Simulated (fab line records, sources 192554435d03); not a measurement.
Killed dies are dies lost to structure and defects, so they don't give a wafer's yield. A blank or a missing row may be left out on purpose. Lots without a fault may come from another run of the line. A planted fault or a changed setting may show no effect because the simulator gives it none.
Chamber matching | flow n5_finfet | N5_BEOL_M3_ALD_98 on ald_sin-01: 4 sister chambers
The step deposits SiO2, target thk 2.5 nm, pulse time 1 s, co reactant pulse time 1 s. 4 wafers are shown with their chamber, then 8 later ones without.

WAFERS WITH THEIR CHAMBER
wafer  | chamber | heater_power_w (W)
L082.2 | 1       | 84
L089.1 | 3       | 71
L089.3 | 2       | 76
L091.3 | 0       | 88

WAFERS WITHOUT THEIR CHAMBER
wafer  | heater_power_w (W)
L091.5 | 88
L091.6 | 74
L094.1 | 83
L094.5 | 77
L094.6 | 82
L096.1 | 77
L096.3 | 80
L096.5 | 84

WHICH CHAMBER EACH WENT THROUGH
wafer  | from the rows above     | in truth
L091.5 | 0                       | 0
L091.6 | can't be placed: 2 or 3 | 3
L094.1 | 1                       | 1
L094.5 | 2                       | 2
L094.6 | 1                       | 1
L096.1 | 2                       | 2
L096.3 | can't be placed: 1 or 2 | 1
L096.5 | 1                       | 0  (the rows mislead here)
Placed correctly: 5 of 8. Can't be placed from these rows: 2 (the true chamber is among the candidates in 2). Placed wrongly: 1.
How it was worked out, from the rows above alone: a wafer's distance from a chamber is the root of the sum, over the readings, of the square of ((its reading less the chamber's mean) divided by the reading's scatter). The wafer belongs to the nearest chamber; if the next one is less than 2 further off, it can't be placed. A chamber's mean is the mean of its shown wafers. The scatter: with one shown wafer a chamber, the root of the mean of the squares of how far each hidden wafer lies from its nearest shown one.
